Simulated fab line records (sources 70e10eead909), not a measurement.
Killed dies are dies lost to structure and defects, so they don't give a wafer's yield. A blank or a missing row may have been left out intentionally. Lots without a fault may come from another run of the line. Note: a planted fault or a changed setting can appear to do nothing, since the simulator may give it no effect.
Which tool was responsible? | flow nand-harc | Sampling: 6 lots, 17 wafers, 2 of 1302 route steps

== WHAT THE GAUGES SHOWED, per wafer ==
NHARC_A_ONON_D1_THK_MEAS_27: measures by ellipsometry.
lot  | measured     | on            | thk-nm (nm)
L926 | day 9 22:16  | film-metro-02 | 1242 1242 1002
L930 | day 11 17:01 | film-metro-02 | 978 1217
L937 | day 14 05:54 | film-metro-01 | 992 994 994
L935 | day 14 05:55 | film-metro-02 | 1015 1017 1017
L940 | day 15 22:20 | film-metro-02 | 1000 1000 999
L942 | day 16 16:40 | film-metro-01 | 985 986 986

== EACH LOT AND THE TOOL THAT RAN IT (in order: tool; ch and the chambers of the sampled wafers; start) ==
lot  | NHARC_A_ONON_D1_DEP_25
L926 | pecvd-onon-03 ch 0, day 9 21:56
L930 | pecvd-onon-03 ch 0, day 11 16:30
L937 | pecvd-onon-02 ch 0, day 14 05:27
L935 | pecvd-onon-01 ch 0, day 14 05:23
L940 | pecvd-onon-03 ch 0, day 15 21:50
L942 | pecvd-onon-01 ch 0, day 16 16:16
- NHARC_A_ONON_D1_DEP_25: target thk 1000 nm.

== THE ANSWER, worked out from the rows above alone ==
Rule: the usual values come from the lots themselves. The widest of any qualifying gaps counts: lots, ordered by their means at a reading, are off when they make up no more than a third of the lots, leave a main group of 4 or more, and stand apart from it by 3 or more times the standard deviation of that group's means. Not used: any main group whose means are identical at the precision the tables above print for the reading. A lot without any number at a reading at which 4 lots or more have one is off too. The other lots that the step has rows for count as sound.
Off: L926, L930, at NHARC_A_ONON_D1_THK_MEAS_27 (thk-nm). The main group has a mean of 999 nm with a standard deviation of 11.
If a tool, at a process step before that reading, ran all the lots that are off and no sound lot after the first of them, it fits. Gauges at NHARC_A_ONON_D1_THK_MEAS_27: tried the same way as those tools. None of those tried fits.

== WHAT WAS PUT IN BY THE SIMULATOR ==
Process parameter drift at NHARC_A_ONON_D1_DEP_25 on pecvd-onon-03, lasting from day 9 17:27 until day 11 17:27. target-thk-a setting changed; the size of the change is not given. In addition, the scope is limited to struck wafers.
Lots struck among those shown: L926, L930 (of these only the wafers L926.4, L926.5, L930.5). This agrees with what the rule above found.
